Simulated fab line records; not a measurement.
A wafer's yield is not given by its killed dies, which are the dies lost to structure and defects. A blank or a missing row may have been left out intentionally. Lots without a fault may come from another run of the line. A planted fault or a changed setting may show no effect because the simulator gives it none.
Split-lot study + flow n5-finfet + 21 wafers read from 7 lots, route of 1938 steps

ON THE SPLIT
At N5_BEOL_M5_COAT_60 (time 60 s, resist thk 12 nm), the setting spin-rpm was moved away from the recipe's 1500 rpm on 7 of the 21 wafers read, by -11.2% to +8.2%. All remaining wafers had this setting at the recipe value.

FROM THE SPLIT TO THE READING: what the file shows between them, 6 steps
- N5_BEOL_M5_COAT_71: time 60 s, resist thk 5 nm (also split here: spin-rpm)
- N5_BEOL_M5_COAT_05: resist thk 30 nm
- N5_BEOL_M5_EBR_07
- N5_BEOL_M5_DESCUM_16: chemistry O2, time 7 s
- N5_BEOL_M5_ETCH_72: etches underlayer in N2/H2, target depth 6.5 nm, time 5.2 s
- N5_BEOL_M5_ETCH_61: etches SiARC in CF4, target depth 15.6 nm, time 26 s

THE READING
SiARC_of_BEOL_M5_COAT_60.thk-nm (the simulator's own value, which no gauge read), in nm, at N5_BEOL_M5_ETCH_62 (etches SOC in N2/H2, target depth 75 nm, overetch 15 nm, time 112.5 s). The file does not state a usual value for it. The 14 wafers here that ran the recipe average 6.8 nm, standard deviation 0.13 nm.

| wafer  | tool, chamber at the split | spin-rpm as run, rpm | against the recipe | SiARC_of_BEOL_M5_COAT_60.thk-nm, nm | against lot-mates on the recipe |
|--------|----------------------------|----------------------|--------------------|-------------------------------------|---------------------------------|
| L075.1 | litho-track-04, 0          | 1500                 | recipe             | 6.8                                 | -                               |
| L075.3 | litho-track-04, 0          | 1398                 | -6.8%              | 7.2                                 | +0.3                            |
| L075.4 | litho-track-04, 0          | 1500                 | recipe             | 7                                   | -                               |
| L077.1 | litho-track-05, 0          | 1500                 | recipe             | 6.8                                 | -                               |
| L077.6 | litho-track-05, 0          | 1500                 | recipe             | 6.8                                 | -                               |
| L077.2 | litho-track-05, 0          | 1332                 | -11.2%             | 7.4                                 | +0.6                            |
| L083.3 | litho-track-04, 0          | 1500                 | recipe             | 6.8                                 | -                               |
| L083.4 | litho-track-04, 0          | 1623                 | +8.2%              | 6.2                                 | -0.6                            |
| L083.6 | litho-track-04, 0          | 1623                 | +8.2%              | 6.2                                 | -0.6                            |
| L090.1 | litho-track-03, 0          | 1500                 | recipe             | 6.6                                 | -                               |
| L090.4 | litho-track-03, 0          | 1500                 | recipe             | 6.8                                 | -                               |
| L090.5 | litho-track-03, 0          | 1500                 | recipe             | 6.8                                 | -                               |
| L091.1 | litho-track-04, 0          | 1500                 | recipe             | 6.6                                 | -                               |
| L091.4 | litho-track-04, 0          | 1383                 | -7.8%              | 7.2                                 | +0.6                            |
| L091.5 | litho-track-04, 0          | 1383                 | -7.8%              | 7.2                                 | +0.6                            |
| L094.3 | litho-track-03, 0          | 1500                 | recipe             | 6.8                                 | -                               |
| L094.5 | litho-track-03, 0          | 1500                 | recipe             | 6.6                                 | -                               |
| L094.6 | litho-track-03, 0          | 1500                 | recipe             | 6.6                                 | -                               |
| L095.2 | litho-track-05, 0          | 1500                 | recipe             | 7                                   | -                               |
| L095.4 | litho-track-05, 0          | 1500                 | recipe             | 6.8                                 | -                               |
| L095.6 | litho-track-05, 0          | 1578                 | +5.2%              | 6.4                                 | -0.5                            |

THE FIT
A straight line over all 21 wafers: SiARC_of_BEOL_M5_COAT_60.thk-nm changes by -0.0619 nm for each +1% of spin-rpm; r = -0.94; the points scatter about the line by 0.11 nm.
The same after taking each lot's own level away (the mean of its wafers on the recipe; 21 wafers): -0.0677 nm for each +1%; r = -0.96; scatter 0.095 nm.
That fit puts the effect of the largest move of spin-rpm on the reading at 0.76 nm.
Measured against the standard deviation above, the lots' own levels, which go from 6.60 to 6.90 nm, span 2.3 times it.
The two slopes agree, so the slope changes little with the lot-to-lot level.
Check: with one of the wafers moved furthest among these (-11.2%) left out of the fit, the line predicts +0.798 nm for it against its lot-mates. It came out at +0.6 nm against them.

FURTHER SPLITS ON THESE WAFERS
Note: prior to the reading, these wafers also went through further splits. Each is held against what the fit with the lots' levels taken away leaves over:
| other split on the same wafers   | wafers away from the commonest value | r with SiARC_of_BEOL_M5_COAT_60.thk-nm (lot level and that fit taken away) |
|----------------------------------|--------------------------------------|----------------------------------------------------------------------------|
| N5_BEOL_M3_VIA_ETCH_34 time-s    | 6                                    | +0.12                                                                      |
| N5_BEOL_M3_TRENCH_ETCH_37 bias-w | 6                                    | -0.20                                                                      |
| N5_BEOL_M4_COAT_62 spin-rpm      | 8                                    | +0.02                                                                      |
| N5_BEOL_M4_EXPOSE_08 dose-mj     | 6                                    | -0.15                                                                      |
| N5_BEOL_M5_COAT_71 spin-rpm      | 4                                    | +0.02                                                                      |

THE WHOLE CHAIN: every reading that the file lists as answering this split, in the file's order
| step               | what it does                                                          | reading                                                                          | change (the file's fit)                | r (the file's) |
|--------------------|-----------------------------------------------------------------------|----------------------------------------------------------------------------------|----------------------------------------|----------------|
| N5_BEOL_M5_COAT_60 | time 60 s, resist thk 12 nm                                           | SiARC_of_BEOL_M5_COAT_60.thk-nm (the simulator's own value, which no gauge read) | -0.0585 nm for each +1% of the setting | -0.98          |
| N5_BEOL_M5_ETCH_61 | etches SiARC in CF4, target depth 15.6 nm, time 26 s                  | etch.depth-nm (the simulator's own value, which no gauge read)                   | -0.0601 nm for each +1% of the setting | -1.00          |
| N5_BEOL_M5_ETCH_62 | etches SOC in N2/H2, target depth 75 nm, overetch 15 nm, time 112.5 s | SiARC_of_BEOL_M5_COAT_60.thk-nm (the simulator's own value, which no gauge read) | -0.0641 nm for each +1% of the setting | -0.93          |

THE FILE'S OWN FIT
SiARC_of_BEOL_M5_COAT_60.thk-nm changes by -0.0641 nm for each +1% of spin-rpm, r = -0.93.
